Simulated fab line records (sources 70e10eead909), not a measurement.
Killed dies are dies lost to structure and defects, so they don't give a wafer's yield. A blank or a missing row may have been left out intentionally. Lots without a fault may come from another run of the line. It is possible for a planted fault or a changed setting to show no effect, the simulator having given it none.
fab line records -- flow nand-harc
record: lots: 12, wafers: 36, last-day: 25
route steps=1159 shown A_M1@1049 A_BONDPAD@1061 THIN_TSV@1126 END@1159
lots that met no fault: taken from a fault-free run of the same line
start-h: start of the lot's first displayed wafer, in hours after the record's first day -- wait-h: hours since the lot's step before -- " repeats the value in the row above -- L1.1+2: a single row standing in for several wafers -- - no value, or no start was given -- * or withheld: withheld -- < > ~ a bound
route shown NAME@n: names a module that has steps shown in the file, with the first one's number in the route -- usual: mean/standard deviation taken from wafers without a fault -- same: alike in all rows -- chamber/n: place in a boat -- sites: each site's reading -- _std_site: standard deviation across them -- _edge_site: outer sites' mean less inner sites' -- radius-mm: for every site, how far away it sits from the centre of the wafer -- mask NAME#n: copy n -- behind: the tool/chamber that last shaped the wafer -- hold: reason for holding the lot/hours on hold/outcome of the hold -- device: the n, p or np transistor that did not switch -- end of line: the route-end tests of the same wafers -- where a step has no rows: the recipe by itself -- killed: count of dies lost to structure and defects at first sort (not the wafer's yield) -- map: per-die view of a wafer (x killed, . not killed, _ where there is no die)
set.NAME: setting as actually run; set.NAME@STEP: the setting as run at that earlier step -- model.NAME: the simulator's own value behind a step, which no gauge read
one table for each step of the route and one row for each wafer, over a sample of lots
services: from which hour (start-h, from the record's first day; less than 0 if before it) a tool's chamber was out of use, for how many hours, and why
== steps ==
step: NHARC_A_M1_PVD_21
recipe: target-thk-a: 300, chamber-pressure-pa: 5, power-w: 5000, substrate-temp-c: 30, time-s: 20.49, material: Cu
usual: throttle-valve-pct: 30.8/1
lot.wafer,tool,chamber,start-h,wait-h,throttle-valve-pct
L592.1,pvd-sputter-01,-,412.49,-,30.6
L592.2,pvd-sputter-01,-,412.49,-,31.1
L592.3,pvd-sputter-01,-,412.49,-,31.2
L593.1,pvd-sputter-03,-,413.39,-,29.4
L593.3,pvd-sputter-03,-,413.39,-,32.3
L593.5,pvd-sputter-03,-,413.39,-,29.5
L594.4,pvd-sputter-02,-,422.92,-,30.3
L594.2,pvd-sputter-02,-,422.92,-,31.8
L594.6,pvd-sputter-02,-,422.92,-,28.8
L595.4,pvd-sputter-01,-,423.14,-,32.2
L595.2,pvd-sputter-01,-,423.14,-,30.8
L595.5,pvd-sputter-01,-,423.14,-,31.4
L598.1,pvd-sputter-03,-,444.07,-,29.3
L598.5,pvd-sputter-03,-,444.07,-,32.0
L598.6,pvd-sputter-03,-,444.07,-,31.4
L597.1,pvd-sputter-01,-,463.58,-,31.6
L597.2,pvd-sputter-01,-,463.58,-,30.5
L597.6,pvd-sputter-01,-,463.58,-,31.2
L604.1,pvd-sputter-01,-,465.53,-,31.0
L604.2,pvd-sputter-01,-,465.53,-,30.4
L604.4,pvd-sputter-01,-,465.53,-,31.9
L608.2,pvd-sputter-01,-,500.14,-,30.5
L608.4,pvd-sputter-01,-,500.14,-,32.0
L608.5,pvd-sputter-01,-,500.14,-,31.4
L609.1,pvd-sputter-01,-,504.61,-,31.9
L609.4,pvd-sputter-01,-,504.61,-,30.7
L609.5,pvd-sputter-01,-,504.61,-,32.0
L613.2,pvd-sputter-02,-,511.76,-,30.2
L613.4,pvd-sputter-02,-,511.76,-,30.1
L613.6,pvd-sputter-02,-,511.76,-,28.9
L614.3,pvd-sputter-02,-,527.83,-,31.9
L614.1,pvd-sputter-02,-,527.83,-,29.2
L614.2,pvd-sputter-02,-,527.83,-,30.7
L615.2,pvd-sputter-02,-,559.44,-,30.3
L615.4,pvd-sputter-02,-,559.44,-,28.7
L615.6,pvd-sputter-02,-,559.44,-,30.1
step: NHARC_A_BONDPAD_THK_MEAS_30
recipe: thk-meas-gauge: ellipsometry
usual: thk-nm: 200.3/1.4
lot.wafer,tool,chamber,start-h,wait-h,thk-nm
L592.1,film-metro-02,-,415.17,0.2,201.6
L592.2,film-metro-02,-,415.17,0.2,201.0
L592.3,film-metro-02,-,415.17,0.2,199.2
L593.1,film-metro-01,-,416.11,0.2,203.5
L593.3,film-metro-01,-,416.11,0.2,200.4
L593.5,film-metro-01,-,416.11,0.2,198.2
L594.2,film-metro-02,-,425.60,0.2,199.6
L594.4,film-metro-02,-,425.60,0.2,202.2
L594.6,film-metro-02,-,425.60,0.2,198.8
L595.2,film-metro-02,-,425.94,0.2,201.9
L595.4,film-metro-02,-,425.94,0.2,200.8
L595.5,film-metro-02,-,425.94,0.2,202.6
L598.1,film-metro-01,-,447.12,0.2,199.0
L598.5,film-metro-01,-,447.12,0.2,200.6
L598.6,film-metro-01,-,447.12,0.2,198.8
L597.1,film-metro-02,-,466.25,0.1,201.2
L597.2,film-metro-02,-,466.25,0.1,200.1
L597.6,film-metro-02,-,466.25,0.1,200.1
L604.1,film-metro-02,-,468.43,0.2,198.4
L604.2,film-metro-02,-,468.43,0.2,199.4
L604.4,film-metro-02,-,468.43,0.2,200.3
L608.2,film-metro-01,-,502.86,0.2,198.5
L608.4,film-metro-01,-,502.86,0.2,198.4
L609.4,film-metro-02,-,507.32,0.2,197.5
L613.2,film-metro-02,-,514.65,0.2,199.8
L613.4,film-metro-02,-,514.65,0.2,201.1
L613.6,film-metro-02,-,514.65,0.2,200.5
L614.1,film-metro-01,-,530.54,0.1,199.2
L614.2,film-metro-01,-,530.54,0.1,198.9
L614.3,film-metro-01,-,530.54,0.1,201.7
L615.2,film-metro-01,-,562.27,0.2,199.5
L615.4,film-metro-01,-,562.27,0.2,204.1
L615.6,film-metro-01,-,562.27,0.2,200.0
step: NHARC_A_BONDPAD_STRIP_15
recipe: o2-flow-sccm: 500, ar-flow-sccm: 0, bias-w: 0, chemistry: O2
usual: drypump-motor-current-A: 6.1/0.44, oes-product-au: 1.003/0.011, rf-vpp-V: 57.7/0.94, showerhead-plenum-p-Torr: 3.50/0.14, throttle-valve-pct: 17.038/0.0094
lot.wafer,tool,chamber,start-h,wait-h,drypump-motor-current-A,oes-product-au,rf-hours-counter-h,rf-vpp-V,showerhead-plenum-p-Torr,throttle-valve-pct
L592.1,rie-diel-11,3,416.38,0.1,6.0,1.014,8,56.2,3.44,17.033
L592.3,rie-diel-11,0,416.38,0.1,6.0,1.002,8,59.0,3.52,17.036
L592.2,rie-diel-11,1,416.38,0.1,6.6,1.001,8,57.0,3.54,17.018
L593.1,rie-diel-02,1,417.17,0.1,5.7,1.021,3,58.4,3.76,17.038
L593.3,rie-diel-02,2,417.17,0.1,6.1,1.003,3,57.3,3.48,17.049
L593.5,rie-diel-02,1,417.17,0.1,5.7,1.013,-,59.5,3.76,17.039
L594.2,rie-diel-08,0,426.77,0.1,6.3,1.001,43,57.6,3.53,17.041
L594.4,rie-diel-08,2,426.77,0.1,5.5,1.007,37,57.2,3.58,17.040
L594.6,rie-diel-08,0,426.77,0.1,6.3,0.989,-,57.1,3.53,17.044
L595.4,rie-diel-02,3,427.14,0.1,6.4,1.019,3,56.5,3.32,17.050
L595.2,rie-diel-02,0,427.14,0.1,6.8,0.981,3,55.8,3.41,17.034
L595.5,rie-diel-02,3,427.14,0.1,6.4,1.010,-,57.9,3.32,17.060
L598.1,rie-diel-02,1,448.32,0.1,5.7,1.000,4,58.0,3.76,17.033
L598.5,rie-diel-02,1,448.32,0.1,5.7,1.015,-,57.1,3.76,17.049
L598.6,rie-diel-02,2,448.32,0.1,6.1,1.009,-,55.3,3.48,17.042
L597.1,rie-diel-11,0,467.47,0.1,6.0,0.995,19,58.7,3.51,17.039
L597.2,rie-diel-11,2,467.47,0.1,5.3,1.001,16,57.4,3.65,17.028
L597.6,rie-diel-11,3,467.47,0.1,6.0,1.004,-,58.3,3.44,17.044
L604.1,rie-diel-11,1,469.61,0.1,6.6,1.006,21,57.7,3.53,17.041
L604.2,rie-diel-11,2,469.61,0.1,5.3,0.985,16,55.8,3.65,17.037
L604.4,rie-diel-11,0,469.61,0.1,6.0,0.994,20,59.2,3.51,17.044
L608.4,rie-diel-02,1,504.04,0.1,5.7,1.013,6,58.1,3.76,17.034
L608.2,rie-diel-02,2,504.04,0.1,6.1,1.014,6,58.6,3.48,17.040
L609.4,rie-diel-11,2,508.51,0.1,5.3,1.006,24,58.8,3.64,17.036
L613.4,rie-diel-11,3,515.71,0.1,6.0,0.990,31,57.6,3.43,17.041
L613.2,rie-diel-11,0,515.71,0.1,6.0,1.003,29,57.7,3.50,17.037
L613.6,rie-diel-11,2,515.71,0.1,5.3,1.004,-,57.0,3.64,17.059
L614.1,rie-diel-08,1,531.64,0.1,6.3,1.019,11,57.0,3.29,17.061
L614.2,rie-diel-08,2,531.64,0.1,5.5,0.999,10,56.1,3.56,17.058
L614.3,rie-diel-08,0,531.64,0.1,6.3,0.995,11,57.2,3.51,17.025
L615.2,rie-diel-02,1,563.34,0.1,5.7,1.028,1,58.3,3.76,17.043
L615.4,rie-diel-02,2,563.34,0.1,6.1,0.986,1,57.1,3.48,17.018
L615.6,rie-diel-02,3,563.34,0.1,6.4,0.987,-,59.5,3.32,17.033
step: NHARC_THIN_TSV_STRIP_62
recipe: power-w: 1500, temp-c: 250, time-s: 20, chemistry: N2/H2
usual: drypump-motor-current-A: 5.38/0.086, heater-power-w: 327/11
lot.wafer,tool,chamber,start-h,wait-h,drypump-motor-current-A,heater-power-w,rf-hours-counter-h
L592.2,plasma-asher-02,1,435.61,-,5.38,327,20
L592.1,plasma-asher-02,0,435.61,-,5.28,336,20
L592.3,plasma-asher-02,0,435.61,-,5.29,323,-
L593.1,plasma-asher-01,0,436.64,-,5.57,333,53
L593.3,plasma-asher-01,1,436.64,-,5.44,328,-
L593.5,plasma-asher-01,1,436.64,-,5.43,341,-
L594.2,plasma-asher-01,0,443.99,-,5.56,323,55
L594.4,plasma-asher-01,1,443.99,-,5.46,332,-
L594.6,plasma-asher-01,0,443.99,-,5.55,333,-
L595.2,plasma-asher-02,0,446.58,-,5.29,323,23
L595.4,plasma-asher-02,0,446.58,-,5.29,320,-
L595.5,plasma-asher-02,1,446.58,-,5.37,330,-
L598.1,plasma-asher-02,0,468.18,-,5.29,322,34
L598.5,plasma-asher-02,1,468.18,-,5.39,321,-
L598.6,plasma-asher-02,0,468.18,-,5.29,334,-
L597.2,plasma-asher-01,0,487.93,-,5.55,342,7
L597.1,plasma-asher-01,1,487.93,-,5.43,359,7
L597.6,plasma-asher-01,0,487.93,-,5.57,354,-
L604.1,plasma-asher-02,0,489.22,-,5.29,326,40
L604.2,plasma-asher-02,1,489.22,-,5.35,322,40
L604.4,plasma-asher-02,0,489.22,-,5.29,329,-
L608.2,plasma-asher-01,1,528.12,-,5.44,352,22
L608.4,plasma-asher-01,0,528.12,-,5.54,331,-
L609.4,plasma-asher-02,1,529.19,-,5.43,324,-
L613.2,plasma-asher-02,0,533.39,-,5.28,331,55
L613.4,plasma-asher-02,0,533.39,-,5.27,327,-
L613.6,plasma-asher-02,1,533.39,-,5.43,313,-
L614.2,plasma-asher-02,0,549.84,-,5.30,313,0
L614.1,plasma-asher-02,1,549.84,-,5.43,307,0
L614.3,plasma-asher-02,0,549.84,-,5.29,320,-
L615.2,plasma-asher-02,1,580.71,-,5.41,315,13
L615.4,plasma-asher-02,0,580.71,-,5.30,314,-
L615.6,plasma-asher-02,0,580.71,-,5.30,318,-
step: NHARC_END_SORT_01
recipe: temp-c: 25
usual: defect-limited-yield: 95.6/1.6, killed-at-array: 26/10, killed-at-other: 0.8/1.1, killed-at-periphery: 3.3/2.6, killed-dies: 30/11, killed-open: 3.4/1.8, killed-short: 2.0/1.3, sort_bin_2_pct: 1.4/0.6, sort_bin_3_pct: 0.22/0.19, sort_bin_4_pct: 2.8/1.1, sort-n-pass: 647/11, sort-rim-yield-pct: 95.8/3, sort-yield-pct: 95.6/1.6
same: gross-dies: 677, sort_bin_5_pct[%]: 0, sort_bin_6_pct[%]: 0, sort_bin_7_pct[%]: 0, sort_bin_8_pct[%]: 0, sort-rim-n-gross: 106.00
lot.wafer,tool,chamber,start-h,wait-h,defect-limited-yield[%],killed-at-array,killed-at-other,killed-at-periphery,killed-dies,killed-open,killed-short,sort_bin_2_pct[%],sort_bin_3_pct[%],sort_bin_4_pct[%],sort-n-pass,sort-rim-yield-pct[%],sort-yield-pct[%]
L609.1,prober-01,0,540.54,2.5,0,672,4,1,677,4,0,97.2,0.59,2.2,0,0,0
L609.4,prober-01,0,542.92,3.4,95.4,23,6,2,31,2,1,1.0,0.30,3.2,646,96.2,95.4
L609.5,prober-01,0,543.72,3.7,0,669,2,6,677,1,1,96.5,0.30,3.2,0,0,0
L608.2,prober-02,0,541.35,2.8,95.9,28,0,0,28,5,3,1.2,0.30,2.7,649,99.1,95.9
L608.4,prober-02,0,542.97,3.4,94.4,38,0,0,38,7,1,2.1,0.59,3.0,639,93.4,94.4
L608.5,prober-02,0,543.78,3.7,0,677,0,0,677,7,0,96.2,0.30,3.5,0,0,0
killed by level:class
L609.1 A_M1:area-pvd=651 A_CHANNEL_HOLE_D1:chamber-film-flake=12 THIN_TSV:chamber-film-flake=4 A_CONTACT:chamber-film-flake=3 A_BLC:geometric-particle:open=2 A_M1:chamber-film-flake=2 A_CONTACT:geometric-particle:open=1 A_M0:geometric-particle:open=1
L608.2 A_SLIT:chamber-film-flake=12 A_CHANNEL_HOLE_D1:chamber-film-flake=5 A_WL_FILL:geometric-particle:short=2 A_WL_FILL:geometric-particle:open=2 A_SGD_CUT:chamber-film-flake=2 A_ONON_D1:geometric-particle:open=1 A_CHANNEL_FILL_D1:geometric-particle:short=1 A_CHANNEL_FILL_D1:geometric-particle:open=1
L609.4 A_CHANNEL_HOLE_D1:chamber-film-flake=14 THIN_TSV:chamber-film-flake=6 A_M1:chamber-film-flake=3 A_STAIRCASE:chamber-film-flake=2 A_CHANNEL_HOLE_D1:geometric-particle:short=1 A_M0:geometric-particle:open=1 A_M1:geometric-particle:open=1 P_STI:chamber-film-flake=1
L608.4 A_SLIT:chamber-film-flake=17 A_CHANNEL_HOLE_D1:chamber-film-flake=6 A_SGD_CUT:chamber-film-flake=4 A_SOURCE_PLATE:geometric-particle:open=2 A_CONTACT:geometric-particle:open=2 A_ONON_D1:geometric-particle:open=1 A_WL_FILL:geometric-particle:open=1 A_CONTACT:geometric-particle:short=1
L609.5 A_M1:area-pvd=647 A_CHANNEL_HOLE_D1:chamber-film-flake=16 P_GATE:chamber-film-flake=4 A_M1:chamber-film-flake=3 THIN_TSV:chamber-film-flake=2 P_CONTACT:geometric-particle:open=1 A_M1:geometric-particle:short=1 P_STI:chamber-film-flake=1
L608.5 A_M1:area-pvd=638 A_SLIT:chamber-film-flake=13 A_SGD_CUT:chamber-film-flake=8 A_CHANNEL_HOLE_D1:chamber-film-flake=4 A_CHANNEL_FILL_D1:geometric-particle:open=3 A_STAIRCASE:chamber-film-flake=3 A_CONTACT:chamber-film-flake=3 A_WL_FILL:geometric-particle:open=2
== services ==
tool,chamber,start-h,hours,kind
pvd-sputter-02,-,392.00,10.0,pm
pvd-sputter-02,-,402.93,7.5,repair
rie-diel-08,1,406.89,2.9,repair
pvd-sputter-03,-,424.48,15.2,repair
rie-diel-11,0,437.48,8.0,repair
plasma-asher-01,-,453.32,9.0,pm
pvd-sputter-03,-,458.09,10.0,pm
rie-diel-02,3,473.50,3.8,repair
rie-diel-08,-,478.84,9.0,pm
plasma-asher-02,-,480.12,0.7,repair
pvd-sputter-03,-,480.42,8.7,repair
rie-diel-02,-,504.85,9.0,pm
pvd-sputter-01,-,514.00,10.0,pm
pvd-sputter-02,-,521.76,2.1,repair
plasma-asher-01,-,529.54,7.7,repair
plasma-asher-02,-,539.77,9.0,pm
plasma-asher-02,0,539.77,9.0,vent-cycle
plasma-asher-02,1,539.77,9.0,vent-cycle
rie-diel-11,-,543.63,9.0,pm
pvd-sputter-03,-,548.06,24.0,repair
rie-diel-11,-,556.85,0.2,repair
pvd-sputter-02,-,565.36,3.7,repair
pvd-sputter-02,-,570.00,10.0,pm
pvd-sputter-03,-,574.65,0.6,repair
== key ==
first-sign: step: NHARC_END_SORT_01, reading: sort_bin_2_pct, direction: up, sigmas: 99+, usual: 1.4, struck: 96.6
effect: step: NHARC_END_SORT_01, reading: killed-at-array, direction: up, sigmas: 62, usual: 26, struck: 673
more-kills-born-at: NHARC_A_M1_PVD_21@pvd-sputter-01: 1936
met-at NHARC_A_M1_PVD_21
struck-lots L608,L609
struck-wafers L608.5,L609.1,L609.5
later-rows-left-out L608.5,L609.1,L609.5
not-acting-at NHARC_A_BONDPAD_THK_MEAS_30,NHARC_A_BONDPAD_STRIP_15,NHARC_THIN_TSV_STRIP_62
onset-between 465.53 500.14
fault: kind: process-parameter-drift, tool: pvd-sputter-01, chamber: -, onset-h: 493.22, steps: NHARC_A_M1_PVD_21, channel: target-thk-a, offset: *, shape: step, end-h: 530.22, scope: struck-wafers-only, acts-in: *, stated: *
later-rows-left-out: the simulator's readings of these wafers behind a module that went badly wrong aren't trusted and aren't shown, but for the sort
